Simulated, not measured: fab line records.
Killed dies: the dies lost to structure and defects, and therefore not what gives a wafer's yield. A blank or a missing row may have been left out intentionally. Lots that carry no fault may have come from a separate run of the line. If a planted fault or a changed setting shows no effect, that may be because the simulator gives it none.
Split-lot study -- flow n5 finfet -- 7 lots, 21 wafers read, on a route of 1938 steps

## ABOUT THE SPLIT
At N5_BEOL_M7_VIA_ETCH_34 (etches SiCOH lowk in C4F6/O2, target depth 125.5 nm, time 50.5 s), the setting bias w was moved away from the recipe's 185 W on 5 of the 21 wafers read, by -15.9% to +12.3%. The other wafers ran this setting at the recipe's value.

The reading comes from the split's own step.

## THE READING
rf vpp V, in V, at N5_BEOL_M7_VIA_ETCH_34 (etches SiCOH lowk in C4F6/O2, target depth 125.5 nm, time 50.5 s). Fault-free wafers of this fab line usually give 664 V, standard deviation 9.8 V.

wafer,"tool, chamber at the split","bias w as run, W",against the recipe,"rf vpp V, V",against lot-mates on the recipe
L074.1,"rie diel-03, 3",185,recipe,669,-
L074.4,"rie diel-03, 1",163.4,-11.7%,595,-67
L074.6,"rie diel-03, 1",185,recipe,655,-
L078.1,"rie diel-04, 2",185,recipe,671,-
L078.2,"rie diel-04, 3",185,recipe,663,-
L078.5,"rie diel-04, 0",185,recipe,683,-
L081.1,"rie diel-03, 1",185,recipe,657,-
L081.4,"rie diel-03, 1",185,recipe,658,-
L081.6,"rie diel-03, 3",185,recipe,669,-
L084.2,"rie diel-06, 2",185,recipe,660,-
L084.3,"rie diel-06, 0",185,recipe,673,-
L084.6,"rie diel-06, 1",185,recipe,649,-
L083.1,"rie diel-06, 0",185,recipe,674,-
L083.2,"rie diel-06, 2",155.6,-15.9%,575,-99
L083.4,"rie diel-06, 3",155.6,-15.9%,566,-108
L093.3,"rie diel-04, 1",185,recipe,664,-
L093.4,"rie diel-04, 3",200.9,+8.6%,708,+41
L093.6,"rie diel-04, 2",185,recipe,670,-
L094.1,"rie diel-06, 1",185,recipe,649,-
L094.5,"rie diel-06, 3",185,recipe,648,-
L094.6,"rie diel-06, 0",207.7,+12.3%,735,+86

THE FIT
A straight line over all 21 wafers: rf vpp V changes by +5.78 V for each +1% of bias w; r = +0.97; the points scatter about the line by 9.2 V.
The same after taking each lot's own level away (the mean of its wafers on the recipe; 21 wafers): +6.33 V for each +1%; r = +0.98; scatter 7.5 V.
On that fit, the largest move of bias w shifts the reading by 1e+02 V.
From 648.5 to 674.0 V: that is the span of the lots' own levels, equal to 2.6 times the standard deviation above.
Consequently the slope shifts little with the lot-to-lot level, the two slopes agreeing.
Check: for one of the wafers moved furthest among these (-15.9%), held out of the fit, the line's prediction against its lot-mates is -102 V. Against them it came out at -99 V.
Tool readings at the split's step, against how far the setting was moved: rf vpp V r = +0.97.

## FURTHER SPLITS ON THESE WAFERS
Other splits were also applied to these wafers ahead of the reading. Each is held against what the fit with the lots' levels taken away leaves over:
other split on the same wafers,wafers away from the commonest value,r with rf vpp V (lot level and that fit taken away)
N5_BEOL_M7_EXPOSE_25 dose mj,7,+0.25

## THE FILE'S OWN FIT
rf vpp V changes by +6.28 V for each +1% of bias w, r = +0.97.
